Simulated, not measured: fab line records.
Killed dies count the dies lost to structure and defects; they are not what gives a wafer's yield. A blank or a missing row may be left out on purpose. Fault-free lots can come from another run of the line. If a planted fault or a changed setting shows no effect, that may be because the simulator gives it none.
Which tool did it?    flow nand-harc    72 wafers from 24 lots sampled at 6 of the route's 1159 steps

WHAT THE GAUGES SHOWED, per wafer
Not one reading of a measure or inspect step in the record can be checked against a usual standard deviation.

EACH LOT AND THE TOOL THAT RAN IT (in order: tool; ch and the chambers of the sampled wafers; start)
lot   NHARC_A_STAIRCASE_ETCH_13       NHARC_A_STAIRCASE_TRIM_26       NHARC_A_STAIRCASE_ETCH_188      NHARC_A_STAIRCASE_ETCH_223      NHARC_A_STAIRCASE_ETCH_227      NHARC_A_STAIRCASE_TRIM_235
L075  rie-diel-01 ch 0,2, no start    rie-diel-01 ch 0,1,2, no start  rie-diel-01 ch 0,1,3, no start  rie-diel-08 ch 0,1, no start    rie-diel-08 ch 0,2, no start    rie-diel-08 ch 0,2,3, no start
L074  rie-diel-09 ch 1,2, no start    rie-diel-01 ch 0,1, no start    rie-diel-01 ch 0,1,2, no start  rie-diel-01 ch 0,1,3, no start  rie-diel-01 ch 0,2,3, no start  rie-diel-01 ch 1,2,3, no start
L077  rie-diel-09 ch 0,1,3, no start  rie-diel-09 ch 0,1, no start    rie-diel-01 ch 0,2,3, no start  rie-diel-01 ch 0,2,3, no start  rie-diel-01 ch 1,2,3, no start  rie-diel-01 ch 1,2,3, no start
L076  rie-diel-08 ch 1,2, no start    rie-diel-08 ch 1,2,3, no start  rie-diel-01 ch 0,3, no start    rie-diel-01 ch 1,2,3, no start  rie-diel-01 ch 2,3, no start    rie-diel-08 ch 0,1,2, no start
L078  rie-diel-08 ch 1,2, no start    rie-diel-08 ch 1,2,3, no start  rie-diel-08 ch 0,1,2, no start  rie-diel-09 ch 0,1,3, no start  rie-diel-09 ch 0,1, no start    rie-diel-09 ch 0,1,3, no start
L079  rie-diel-09 ch 0,1,2, no start  rie-diel-09 ch 0,1, no start    rie-diel-08 ch 2,3, no start    rie-diel-08 ch 0,1, no start    rie-diel-08 ch 0,2,3, no start  rie-diel-01 ch 0,1,2, no start
L080  rie-diel-09 ch 0,1,2, no start  rie-diel-08 ch 0,1,2, no start  rie-diel-08 ch 0,1,3, no start  rie-diel-01 ch 0,1,3, no start  rie-diel-01 ch 0,1,2, no start  rie-diel-01 ch 0,2,3, no start
L081  rie-diel-08 ch 0,1,3, no start  rie-diel-08 ch 0,3, no start    rie-diel-08 ch 0,1,3, no start  rie-diel-09 ch 0,1,2, no start  rie-diel-09 ch 1,2, no start    rie-diel-01 ch 0,3, no start
L082  rie-diel-09 ch 0,1, no start    rie-diel-08 ch 0,1,3, no start  rie-diel-08 ch 0,3, no start    rie-diel-01 ch 0,1,3, no start  rie-diel-01 ch 0,1,3, no start  rie-diel-01 ch 1,2, no start
L084  rie-diel-09 ch 1,2,3, no start  rie-diel-08 ch 0,3, no start    rie-diel-08 ch 1,3, no start    rie-diel-09 ch 1,3, no start    rie-diel-09 ch 1,3, no start    rie-diel-09 ch 0,1,2, no start
L083  rie-diel-01 ch 2,3, no start    rie-diel-09 ch 0,1,3, no start  rie-diel-01 ch 1,2,3, no start  rie-diel-09 ch 1,3, no start    rie-diel-09 ch 1,2, no start    rie-diel-09 ch 0,1, no start
L087  rie-diel-08 ch 0,1,2, no start  rie-diel-08 ch 0,1,3, no start  rie-diel-09 ch 0,2,3, no start  rie-diel-09 ch 0,1,2, no start  rie-diel-09 ch 0,1,3, no start  rie-diel-09 ch 1,2,3, no start
L086  rie-diel-09 ch 0,1,2, no start  rie-diel-08 ch 0,2,3, no start  rie-diel-09 ch 1,2,3, no start  rie-diel-01 ch 1,2,3, no start  rie-diel-01 ch 2,3, no start    rie-diel-08 ch 0,1,3, no start
L085  rie-diel-08 ch 2,3, no start    rie-diel-09 ch 1,2,3, no start  rie-diel-08 ch 1,2,3, no start  rie-diel-08 ch 0,3, no start    rie-diel-08 ch 0,1,3, no start  rie-diel-08 ch 0,1, no start
L088  rie-diel-09 ch 0,1,2, no start  rie-diel-01 ch 0,2,3, no start  rie-diel-09 ch 0,1,3, no start  rie-diel-08 ch 0,2,3, no start  rie-diel-08 ch 0,2,3, no start  rie-diel-08 ch 1,2,3, no start
L089  rie-diel-09 ch 1,3, no start    rie-diel-08 ch 2,3, no start    rie-diel-01 ch 1,3, no start    rie-diel-01 ch 1,2, no start    rie-diel-01 ch 0,1,2, no start  rie-diel-08 ch 0,2, no start
L090  rie-diel-08 ch 0,1,3, no start  rie-diel-09 ch 1,2,3, no start  rie-diel-01 ch 0,1, no start    rie-diel-01 ch 0,1,2, no start  rie-diel-01 ch 1,2, no start    rie-diel-01 ch 1,2, no start
L091  rie-diel-09 ch 2,3, no start    rie-diel-09 ch 0,2,3, no start  rie-diel-09 ch 2,3, no start    rie-diel-09 ch 0,3, no start    rie-diel-09 ch 2,3, no start    rie-diel-09 ch 0,3, no start
L092  rie-diel-08 ch 0,2,3, no start  rie-diel-08 ch 1,2,3, no start  rie-diel-08 ch 0,1,2, no start  rie-diel-08 ch 0,1,2, no start  rie-diel-08 ch 1,2,3, no start  rie-diel-09 ch 0,2,3, no start
L093  rie-diel-08 ch 0,1,3, no start  rie-diel-01 ch 1,3, no start    rie-diel-01 ch 0,2,3, no start  rie-diel-09 ch 0,2, no start    rie-diel-09 ch 0,1,2, no start  rie-diel-01 ch 0,2,3, no start
L096  rie-diel-01 ch 0,1, no start    rie-diel-08 ch 0,1,2, no start  rie-diel-09 ch 0,1,3, no start  rie-diel-09 ch 1,2, no start    rie-diel-09 ch 0,1,3, no start  rie-diel-01 ch 0,1,3, no start
L094  rie-diel-08 ch 1,2,3, no start  rie-diel-08 ch 1,2,3, no start  rie-diel-08 ch 0,1,2, no start  rie-diel-09 ch 0,3, no start    rie-diel-09 ch 1,3, no start    rie-diel-09 ch 0,2, no start
L095  rie-diel-08 ch 0,1,3, no start  rie-diel-08 ch 0,1,2, no start  rie-diel-08 ch 0,1,2, no start  rie-diel-08 ch 0,1, no start    rie-diel-08 ch 0,3, no start    rie-diel-08 ch 0,1, no start
L097  rie-diel-08 ch 0,3, no start    rie-diel-08 ch 1,3, no start    rie-diel-08 ch 1,3, no start    rie-diel-08 ch 0,2, no start    rie-diel-08 ch 0,3, no start    rie-diel-09 ch 0,2,3, no start
- NHARC_A_STAIRCASE_ETCH_13: etches the open film in C4F8/O2, target depth 100 nm, time 40.5 s.
- NHARC_A_STAIRCASE_TRIM_26: chemistry O2, time 211.2 s.
- NHARC_A_STAIRCASE_ETCH_188: etches the open film in C4F8/O2, target depth 100 nm, time 40.5 s.
- NHARC_A_STAIRCASE_ETCH_223: etches the open film in C4F8/O2, target depth 100 nm, time 40.5 s.
- NHARC_A_STAIRCASE_ETCH_227: etches the open film in C4F8/O2, target depth 100 nm, time 40.5 s.
- NHARC_A_STAIRCASE_TRIM_235: chemistry O2, time 211.2 s.

AS READ BY THE TOOLS THEMSELVES (means over the sampled wafers that have a number; for cases with no such wafer, the mark the record gives instead)
NHARC_A_STAIRCASE_ETCH_13.
lot   tool         oes-product-au (a.u.)  rf-vpp-V (V)
L075  rie-diel-01  0.948                  899
L074  rie-diel-09  0.939                  893
L077  rie-diel-09  0.941                  896
L076  rie-diel-08  0.954                  899
L078  rie-diel-08  0.948                  898
L079  rie-diel-09  0.933                  893
L080  rie-diel-09  0.931                  893
L081  rie-diel-08  0.920                  890
L082  rie-diel-09  0.927                  894
L084  rie-diel-09  0.924                  895
L083  rie-diel-01  0.929                  899
L087  rie-diel-08  0.950                  896
L086  rie-diel-09  0.939                  893
L085  rie-diel-08  0.932                  893
L088  rie-diel-09  0.923                  893
L089  rie-diel-09  0.914                  898
L090  rie-diel-08  0.927                  890
L091  rie-diel-09  0.925                  892
L092  rie-diel-08  0.942                  892
L093  rie-diel-08  0.918                  890
L096  rie-diel-01  0.946                  902
L094  rie-diel-08  0.916                  894
L095  rie-diel-08  0.944                  891
L097  rie-diel-08  0.927                  888

NHARC_A_STAIRCASE_TRIM_26.
lot   tool         drypump-motor-current-A (A)  oes-product-au (a.u.)  rf-vpp-V (V)  showerhead-plenum-p-Torr (Torr)  throttle-valve-pct (%)
L075  rie-diel-01  5.63                         0.994                  57.6          3.65                             17.039
L074  rie-diel-01  5.54                         0.996                  57.9          3.62                             17.039
L077  rie-diel-09  5.38                         0.997                  57.7          3.51                             17.045
L076  rie-diel-08  5.60                         1.003                  58.2          3.49                             17.052
L078  rie-diel-08  5.59                         1.001                  56.2          3.48                             17.032
L079  rie-diel-09  5.13                         1.002                  58.6          3.49                             17.028
L080  rie-diel-08  5.61                         0.998                  57.9          3.49                             17.035
L081  rie-diel-08  5.80                         0.981                  57.6          3.34                             17.030
L082  rie-diel-08  5.69                         0.994                  57.0          3.39                             17.041
L084  rie-diel-08  5.80                         0.984                  56.6          3.33                             17.033
L083  rie-diel-09  5.54                         0.992                  57.7          3.53                             17.034
L087  rie-diel-08  5.68                         0.992                  56.5          3.38                             17.039
L086  rie-diel-08  5.70                         0.986                  57.6          3.43                             17.037
L085  rie-diel-09  5.75                         0.996                  56.9          3.51                             17.041
L088  rie-diel-01  5.44                         0.996                  57.6          3.59                             17.048
L089  rie-diel-08  5.70                         0.988                  57.4          3.42                             17.034
L090  rie-diel-09  5.74                         0.993                  58.6          3.50                             17.042
L091  rie-diel-09  5.52                         0.996                  57.4          3.47                             17.040
L092  rie-diel-08  5.59                         1.000                  57.7          3.47                             17.033
L093  rie-diel-01  5.21                         1.000                  58.3          3.68                             17.041
L096  rie-diel-08  5.61                         0.999                  58.4          3.48                             17.042
L094  rie-diel-08  5.61                         0.992                  58.4          3.46                             17.040
L095  rie-diel-08  5.62                         0.995                  57.8          3.47                             17.043
L097  rie-diel-08  5.66                         0.993                  57.6          3.36                             17.033

NHARC_A_STAIRCASE_ETCH_188.
lot   tool         oes-product-au (a.u.)  rf-vpp-V (V)
L075  rie-diel-01  0.927                  900
L074  rie-diel-01  0.938                  901
L077  rie-diel-01  0.932                  898
L076  rie-diel-01  0.936                  899
L078  rie-diel-08  0.932                  894
L079  rie-diel-08  0.956                  892
L080  rie-diel-08  0.923                  891
L081  rie-diel-08  0.938                  891
L082  rie-diel-08  0.916                  889
L084  rie-diel-08  0.932                  890
L083  rie-diel-01  0.930                  900
L087  rie-diel-09  0.938                  894
L086  rie-diel-09  0.929                  894
L085  rie-diel-08  0.956                  894
L088  rie-diel-09  0.935                  895
L089  rie-diel-01  0.934                  903
L090  rie-diel-01  0.939                  899
L091  rie-diel-09  0.949                  893
L092  rie-diel-08  0.932                  894
L093  rie-diel-01  0.935                  898
L096  rie-diel-09  0.945                  896
L094  rie-diel-08  0.934                  895
L095  rie-diel-08  0.951                  894
L097  rie-diel-08  0.920                  892

NHARC_A_STAIRCASE_ETCH_223.
lot   tool         oes-product-au (a.u.)  rf-vpp-V (V)
L075  rie-diel-08  0.928                  894
L074  rie-diel-01  0.923                  901
L077  rie-diel-01  0.934                  899
L076  rie-diel-01  0.937                  901
L078  rie-diel-09  0.934                  897
L079  rie-diel-08  0.927                  893
L080  rie-diel-01  0.936                  900
L081  rie-diel-09  0.934                  894
L082  rie-diel-01  0.933                  900
L084  rie-diel-09  0.923                  898
L083  rie-diel-09  0.926                  896
L087  rie-diel-09  0.938                  893
L086  rie-diel-01  0.940                  901
L085  rie-diel-08  0.940                  888
L088  rie-diel-08  0.936                  892
L089  rie-diel-01  0.943                  901
L090  rie-diel-01  0.935                  899
L091  rie-diel-09  0.935                  895
L092  rie-diel-08  0.955                  894
L093  rie-diel-09  0.942                  891
L096  rie-diel-09  0.930                  891
L094  rie-diel-09  0.940                  895
L095  rie-diel-08  0.924                  889
L097  rie-diel-08  0.930                  896

NHARC_A_STAIRCASE_ETCH_227.
lot   tool         oes-product-au (a.u.)  rf-vpp-V (V)
L075  rie-diel-08  0.948                  897
L074  rie-diel-01  0.944                  899
L077  rie-diel-01  0.944                  901
L076  rie-diel-01  0.927                  900
L078  rie-diel-09  0.949                  896
L079  rie-diel-08  0.934                  893
L080  rie-diel-01  0.950                  901
L081  rie-diel-09  0.926                  894
L082  rie-diel-01  0.956                  901
L084  rie-diel-09  0.927                  899
L083  rie-diel-09  0.928                  895
L087  rie-diel-09  0.945                  896
L086  rie-diel-01  0.942                  900
L085  rie-diel-08  0.946                  890
L088  rie-diel-08  0.924                  892
L089  rie-diel-01  0.944                  900
L090  rie-diel-01  0.946                  900
L091  rie-diel-09  0.945                  893
L092  rie-diel-08  0.939                  894
L093  rie-diel-09  0.944                  893
L096  rie-diel-09  0.940                  895
L094  rie-diel-09  0.940                  899
L095  rie-diel-08  0.924                  888
L097  rie-diel-08  0.926                  888

NHARC_A_STAIRCASE_TRIM_235.
lot   tool         drypump-motor-current-A (A)  oes-product-au (a.u.)  rf-vpp-V (V)  showerhead-plenum-p-Torr (Torr)  throttle-valve-pct (%)
L075  rie-diel-08  5.73                         0.995                  58.4          3.44                             17.028
L074  rie-diel-01  5.44                         1.002                  58.8          3.69                             17.047
L077  rie-diel-01  5.45                         1.004                  58.5          3.68                             17.030
L076  rie-diel-08  5.61                         1.000                  57.3          3.49                             17.029
L078  rie-diel-09  5.52                         0.997                  57.6          3.54                             17.041
L079  rie-diel-01  5.61                         0.998                  58.1          3.64                             17.037
L080  rie-diel-01  5.43                         0.998                  57.8          3.60                             17.028
L081  rie-diel-01  5.31                         1.000                  58.4          3.57                             17.031
L082  rie-diel-01  5.70                         1.002                  58.0          3.66                             17.037
L084  rie-diel-09  5.37                         0.998                  57.7          3.45                             17.028
L083  rie-diel-09  5.39                         1.002                  57.9          3.50                             17.039
L087  rie-diel-09  5.75                         0.986                  57.7          3.50                             17.048
L086  rie-diel-08  5.68                         0.996                  57.8          3.38                             17.041
L085  rie-diel-08  5.54                         0.998                  57.3          3.43                             17.028
L088  rie-diel-08  5.59                         1.001                  58.1          3.47                             17.034
L089  rie-diel-08  5.62                         1.000                  58.5          3.53                             17.038
L090  rie-diel-01  5.67                         0.989                  58.2          3.65                             17.031
L091  rie-diel-09  5.31                         0.995                  57.9          3.50                             17.036
L092  rie-diel-09  5.53                         0.995                  56.4          3.47                             17.035
L093  rie-diel-01  5.41                         1.004                  57.6          3.58                             17.025
L096  rie-diel-01  5.40                         1.002                  58.5          3.63                             17.027
L094  rie-diel-09  5.39                         0.996                  58.5          3.39                             17.035
L095  rie-diel-08  5.57                         0.985                  58.2          3.42                             17.035
L097  rie-diel-09  5.52                         0.984                  57.6          3.46                             17.037

THE ANSWER, worked out from the rows above alone
Rule: what is usual is taken from the lots themselves. Put in order of their means at a reading, lots are off if they are a third of the lots or fewer, leave a main group of 4 or more, and stand apart from it by a gap of 3 or more times the standard deviation of the main group's means; of several such gaps the widest counts. If all means in a main group match to the digits the tables above print for the reading, that group is not used. Also off: a lot with no number at a reading for which 4 or more lots have one. All remaining lots with rows at the step are treated as sound. First the gauges in route order, then the tools' own readings, where a lot's mean is used as printed above. The first step at which some lot is off is used, and at that step the reading that is off furthest; a lot without a number counts as furthest.
None of the lots is off at any reading shown; this tells nothing.

WHAT THE SIMULATOR PUT IN
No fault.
